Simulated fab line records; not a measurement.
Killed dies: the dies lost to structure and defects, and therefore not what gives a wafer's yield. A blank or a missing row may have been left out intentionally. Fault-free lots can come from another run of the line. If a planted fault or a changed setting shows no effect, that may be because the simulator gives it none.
Split-lot experiment / flow n5Finfet / 21 wafers read across 7 lots, on a route 1938 steps long

THE SPLIT ITSELF
At N5_BEOL_M2_PECVD_72 (deposits SiO2 from TEOS/O2, target thk 16 nm, time 18 s), the setting timeS was moved away from the recipe's 18 s on 9 of the 21 wafers read, by -12.2% to +14.8%. For the rest of the wafers, this setting stayed at what the recipe calls for.

FROM THE SPLIT TO THE READING: what the file shows between them, 3 steps
- N5_BEOL_M2_HM_DEP_02: deposits TiN, target thk 20 nm
- N5_BEOL_M2_COAT_61: time 60 s, resist thk 60 nm
- N5_BEOL_M2_STRIP_97: strips in N2/H2, time 10 s

THE READING
SiO2_of_BEOL_M2_PECVD_72.thkNm (the simulator's own value, which no gauge read), in nm, at N5_BEOL_M2_HM_STRIP_39 (strips TiN in peroxide tin strip, target depth 25 nm, time 158 s). No usual value for it is given in the file. Here, 12 wafers ran the recipe; their average is 15.8 nm with a standard deviation of 0.27 nm.

wafer=L074.3; tool, chamber at the split=pecvd-04, 0; timeS as run, s=18; against the recipe=recipe; SiO2_of_BEOL_M2_PECVD_72.thkNm, nm=15.6; against lot-mates on the recipe=-
wafer=L074.5; tool, chamber at the split=pecvd-04, 0,2; timeS as run, s=15.81; against the recipe=-12.2%; SiO2_of_BEOL_M2_PECVD_72.thkNm, nm=14; against lot-mates on the recipe=-1.6
wafer=L074.6; tool, chamber at the split=pecvd-04, 0,2; timeS as run, s=15.81; against the recipe=-12.2%; SiO2_of_BEOL_M2_PECVD_72.thkNm, nm=13.8; against lot-mates on the recipe=-1.8
wafer=L076.2; tool, chamber at the split=pecvd-04, 1,2; timeS as run, s=18; against the recipe=recipe; SiO2_of_BEOL_M2_PECVD_72.thkNm, nm=15.6; against lot-mates on the recipe=-
wafer=L076.3; tool, chamber at the split=pecvd-04, 1,2; timeS as run, s=18; against the recipe=recipe; SiO2_of_BEOL_M2_PECVD_72.thkNm, nm=15.6; against lot-mates on the recipe=-
wafer=L076.4; tool, chamber at the split=pecvd-04, 0; timeS as run, s=18; against the recipe=recipe; SiO2_of_BEOL_M2_PECVD_72.thkNm, nm=16.2; against lot-mates on the recipe=-
wafer=L079.1; tool, chamber at the split=pecvd-03, 1; timeS as run, s=18; against the recipe=recipe; SiO2_of_BEOL_M2_PECVD_72.thkNm, nm=15.4; against lot-mates on the recipe=-
wafer=L079.4; tool, chamber at the split=pecvd-03, 2; timeS as run, s=18; against the recipe=recipe; SiO2_of_BEOL_M2_PECVD_72.thkNm, nm=15.6; against lot-mates on the recipe=-
wafer=L079.6; tool, chamber at the split=pecvd-03, 0; timeS as run, s=18; against the recipe=recipe; SiO2_of_BEOL_M2_PECVD_72.thkNm, nm=16.2; against lot-mates on the recipe=-
wafer=L083.1; tool, chamber at the split=pecvd-04, 2; timeS as run, s=18; against the recipe=recipe; SiO2_of_BEOL_M2_PECVD_72.thkNm, nm=15.8; against lot-mates on the recipe=-
wafer=L083.5; tool, chamber at the split=pecvd-04, 2; timeS as run, s=20.67; against the recipe=+14.8%; SiO2_of_BEOL_M2_PECVD_72.thkNm, nm=18.2; against lot-mates on the recipe=+2.4
wafer=L083.6; tool, chamber at the split=pecvd-04, 1; timeS as run, s=20.67; against the recipe=+14.8%; SiO2_of_BEOL_M2_PECVD_72.thkNm, nm=18.2; against lot-mates on the recipe=+2.4
wafer=L088.1; tool, chamber at the split=pecvd-02, 1; timeS as run, s=18; against the recipe=recipe; SiO2_of_BEOL_M2_PECVD_72.thkNm, nm=15.8; against lot-mates on the recipe=-
wafer=L088.3; tool, chamber at the split=pecvd-02, 0; timeS as run, s=18; against the recipe=recipe; SiO2_of_BEOL_M2_PECVD_72.thkNm, nm=16.2; against lot-mates on the recipe=-
wafer=L088.5; tool, chamber at the split=pecvd-02, 1; timeS as run, s=20.24; against the recipe=+12.4%; SiO2_of_BEOL_M2_PECVD_72.thkNm, nm=17.8; against lot-mates on the recipe=+1.8
wafer=L092.2; tool, chamber at the split=pecvd-04, 2; timeS as run, s=18; against the recipe=recipe; SiO2_of_BEOL_M2_PECVD_72.thkNm, nm=15.6; against lot-mates on the recipe=-
wafer=L092.5; tool, chamber at the split=pecvd-04, 2; timeS as run, s=20.53; against the recipe=+14.1%; SiO2_of_BEOL_M2_PECVD_72.thkNm, nm=18.2; against lot-mates on the recipe=+2.6
wafer=L092.6; tool, chamber at the split=pecvd-04, 0; timeS as run, s=20.53; against the recipe=+14.1%; SiO2_of_BEOL_M2_PECVD_72.thkNm, nm=18.4; against lot-mates on the recipe=+2.8
wafer=L095.1; tool, chamber at the split=pecvd-04, 0; timeS as run, s=16.75; against the recipe=-6.9%; SiO2_of_BEOL_M2_PECVD_72.thkNm, nm=14.6; against lot-mates on the recipe=-1.4
wafer=L095.4; tool, chamber at the split=pecvd-04, 0; timeS as run, s=16.75; against the recipe=-6.9%; SiO2_of_BEOL_M2_PECVD_72.thkNm, nm=14.8; against lot-mates on the recipe=-1.2
wafer=L095.5; tool, chamber at the split=pecvd-04, 1; timeS as run, s=18; against the recipe=recipe; SiO2_of_BEOL_M2_PECVD_72.thkNm, nm=16; against lot-mates on the recipe=-
The file does not say which wafer passed through which chamber wherever a row lists several chambers: such a row stands for several wafers.

THE FIT
A straight line over all 21 wafers: SiO2_of_BEOL_M2_PECVD_72.thkNm changes by +0.164 nm for each +1% of timeS; r = +0.99; the points scatter about the line by 0.23 nm.
The same after taking each lot's own level away (the mean of its wafers on the recipe; 21 wafers): +0.165 nm for each +1%; r = +0.98; scatter 0.26 nm.
That fit puts the effect of the largest move of timeS on the reading at 2.4 nm.
The span of the lots' own levels, 15.60 to 16.00 nm, comes to 1.5 times the standard deviation stated above.
The two slopes are in agreement: the lot-to-lot level therefore moves the slope only a little.
Check: with one of the wafers moved furthest among these (+14.8%) left out of the fit, the line predicts +2.5 nm for it against its lot-mates. Against them it came out at +2.4 nm.

OTHER SPLITS ON THESE WAFERS
Before the reading, these wafers also passed through other splits. Each is held against what the fit with the lots' levels taken away leaves over:
other split on the same wafers=N5_BEOL_M0_SAQP_COAT_34 spinRpm; wafers away from the commonest value=8; r with SiO2_of_BEOL_M2_PECVD_72.thkNm (lot level and that fit taken away)=-0.24
other split on the same wafers=N5_BEOL_M0_ETCH_109 biasW; wafers away from the commonest value=6; r with SiO2_of_BEOL_M2_PECVD_72.thkNm (lot level and that fit taken away)=-0.13
other split on the same wafers=N5_BEOL_M1_ETCH_64 biasW; wafers away from the commonest value=12; r with SiO2_of_BEOL_M2_PECVD_72.thkNm (lot level and that fit taken away)=-0.20

THE WHOLE CHAIN: every reading that the file lists as answering this split, in the file's order
step=N5_BEOL_M2_PECVD_72; what it does=deposits SiO2 from TEOS/O2, target thk 16 nm, time 18 s; reading=SiO2_of_BEOL_M2_PECVD_72.thkNm (the simulator's own value, which no gauge read); change (the file's fit)=+0.165 nm for each +1% of the setting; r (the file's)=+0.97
step=N5_BEOL_M2_HM_STRIP_39; what it does=strips TiN in peroxide tin strip, target depth 25 nm, time 158 s; reading=SiO2_of_BEOL_M2_PECVD_72.thkNm (the simulator's own value, which no gauge read); change (the file's fit)=+0.163 nm for each +1% of the setting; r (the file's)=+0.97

FILE'S OWN FIT
SiO2_of_BEOL_M2_PECVD_72.thkNm changes by +0.163 nm for each +1% of timeS, r = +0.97.
